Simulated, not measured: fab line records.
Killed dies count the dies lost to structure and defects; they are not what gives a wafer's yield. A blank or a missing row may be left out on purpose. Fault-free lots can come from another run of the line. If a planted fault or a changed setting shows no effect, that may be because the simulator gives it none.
Chamber matching + flow n5 finfet + 4 sister chambers for N5_BEOL_M5_ETCH_61 on rie diel-04
The step etches SiARC in CF4, target depth 15.6 nm, time 26 s. 4 wafers are shown with their chamber, then 7 later ones without.

## WAFERS, EACH WITH ITS CHAMBER
| wafer  | chamber | throttle valve pct (%) |
|--------|---------|------------------------|
| L089.4 | 1       | 15.61                  |
| L089.5 | 3       | 16.16                  |
| L091.2 | 0       | 15.30                  |
| L091.3 | 2       | 15.27                  |

## WAFERS WHOSE CHAMBER IS MISSING
| wafer  | throttle valve pct (%) |
|--------|------------------------|
| L091.6 | 15.32                  |
| L094.1 | 15.28                  |
| L094.5 | 15.29                  |
| L094.6 | 15.62                  |
| L096.1 | 15.29                  |
| L096.3 | 15.62                  |
| L096.4 | 15.33                  |

## WHICH CHAMBER EACH WENT THROUGH
| wafer  | from the rows above     | in truth |
|--------|-------------------------|----------|
| L091.6 | can't be placed: 0 or 2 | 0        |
| L094.1 | can't be placed: 2 or 0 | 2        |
| L094.5 | can't be placed: 0 or 2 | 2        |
| L094.6 | 1                       | 1        |
| L096.1 | can't be placed: 0 or 2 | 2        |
| L096.3 | 1                       | 1        |
| L096.4 | can't be placed: 0 or 2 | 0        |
Placed correctly: 2 of 7. Cannot be placed on the basis of these rows: 5; the candidates contain the true chamber in 5. Wrongly placed: 0.
How it was worked out, from the rows above alone: a wafer's distance from a chamber is the root of the sum, over the readings, of the square of ((its reading less the chamber's mean) divided by the reading's scatter). If the next closest chamber is less than 2 further off than the closest, the wafer can't be placed; otherwise it belongs to the closest. A chamber's mean is the mean of its shown wafers. The scatter: root of mean squared gap, hidden wafer to nearest shown wafer, with one shown wafer a chamber.
